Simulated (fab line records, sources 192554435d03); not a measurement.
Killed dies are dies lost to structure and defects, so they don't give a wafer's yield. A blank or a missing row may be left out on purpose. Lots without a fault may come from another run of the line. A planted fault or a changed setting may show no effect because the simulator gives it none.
Chamber matching | flow n5_finfet | N5_BEOL_M0_CUTY_ETCH_62 on rie_diel-03: 4 sister chambers
The step etches SiARC in CF4, time 58.5 s. 27 wafers are shown with their chamber, then 12 later ones without.

WAFERS WITH THEIR CHAMBER
wafer  | chamber | showerhead_plenum_p_Torr (Torr) | throttle_valve_pct (%) | oes_product_au (a.u.)
L075.1 | 2       | 2.10                            | 15.13                  | 0.83
L075.3 | 0       | 2.19                            | 15.65                  | 0.80
L075.5 | 1       | 2.04                            | 15.87                  | 0.59
L078.3 | 0       | 2.19                            | 15.69                  | 0.78
L078.5 | 0       | 2.19                            | 15.67                  | 0.77
L078.6 | 3       | 2.28                            | 15.26                  | 0.81
L080.1 | 0       | 2.19                            | 15.69                  | 0.77
L080.2 | 3       | 2.28                            | 15.27                  | 0.80
L080.3 | 1       | 2.04                            | 15.89                  | 0.59
L080.4 | 2       | 2.10                            | 15.16                  | 0.79
L080.5 | 2       | 2.10                            | 15.15                  | 0.78
L080.6 | 1       | 2.04                            | 15.88                  | 0.58
L081.1 | 2       | 2.10                            | 15.16                  | 0.78
L081.2 | 1       | 2.04                            | 15.91                  | 0.58
L081.3 | 3       | 2.28                            | 15.27                  | 0.79
L082.1 | 0       | 2.19                            | 15.69                  | 0.76
L082.3 | 2       | 2.09                            | 15.17                  | 0.78
L082.6 | 3       | 2.27                            | 15.28                  | 0.79
L083.2 | 0       | 2.19                            | 15.69                  | 0.76
L083.5 | 2       | 2.10                            | 15.17                  | 0.77
L083.6 | 3       | 2.27                            | 15.27                  | 0.80
L084.3 | 1       | 2.04                            | 15.90                  | 0.59
L084.5 | 0       | 2.19                            | 15.71                  | 0.76
L084.6 | 1       | 2.04                            | 15.90                  | 0.58
L089.2 | 0       | 2.18                            | 15.73                  | 0.74
L089.3 | 1       | 2.03                            | 15.94                  | 0.58
L089.6 | 3       | 2.27                            | 15.30                  | 0.76

SIGNATURES (means of the wafers above)
reading                  | chamber 0 | chamber 1 | chamber 2 | chamber 3 | scatter within a chamber
showerhead_plenum_p_Torr | 2.1887    | 2.0386    | 2.0983    | 2.2750    | 0.0042
throttle_valve_pct       | 15.6900   | 15.8986   | 15.1567   | 15.2750   | 0.02
oes_product_au           | 0.7675    | 0.5843    | 0.7883    | 0.7917    | 0.0163
Rule: a wafer's distance from a chamber is the root of the sum, over the readings, of the square of ((its reading less the chamber's mean) divided by the reading's scatter). The wafer belongs to the nearest chamber; if the next one is less than 2 further off, it can't be placed. The scatter: the root of (the sum of the squares of (reading less its chamber's mean) over the shown wafers, divided by (wafers less chambers)).

WAFERS WITHOUT THEIR CHAMBER
wafer  | showerhead_plenum_p_Torr (Torr) | throttle_valve_pct (%) | oes_product_au (a.u.)
L095.1 | 2.26                            | 15.35                  | 0.74
L095.2 | 2.18                            | 15.74                  | 0.73
L095.3 | 2.09                            | 15.22                  | 0.74
L095.4 | 2.09                            | 15.21                  | 0.74
L095.5 | 2.26                            | 15.34                  | 0.74
L095.6 | 2.18                            | 15.76                  | 0.72
L096.1 | 2.18                            | 15.75                  | 0.72
L096.2 | 2.26                            | 15.36                  | 0.74
L096.3 | 2.09                            | 15.23                  | 0.74
L096.4 | 2.18                            | 15.74                  | 0.72
L096.5 | 2.09                            | 15.21                  | 0.74
L096.6 | 2.26                            | 15.34                  | 0.74

WHICH CHAMBER EACH WENT THROUGH
wafer  | from the rows above | in truth
L095.1 | 3                   | 3
L095.2 | 0                   | 0
L095.3 | 2                   | 2
L095.4 | 2                   | 2
L095.5 | 3                   | 3
L095.6 | 0                   | 0
L096.1 | 0                   | 0
L096.2 | 3                   | 3
L096.3 | 2                   | 2
L096.4 | 0                   | 0
L096.5 | 2                   | 2
L096.6 | 3                   | 3
Placed correctly: 12 of 12. Can't be placed from these rows: 0. Placed wrongly: 0.
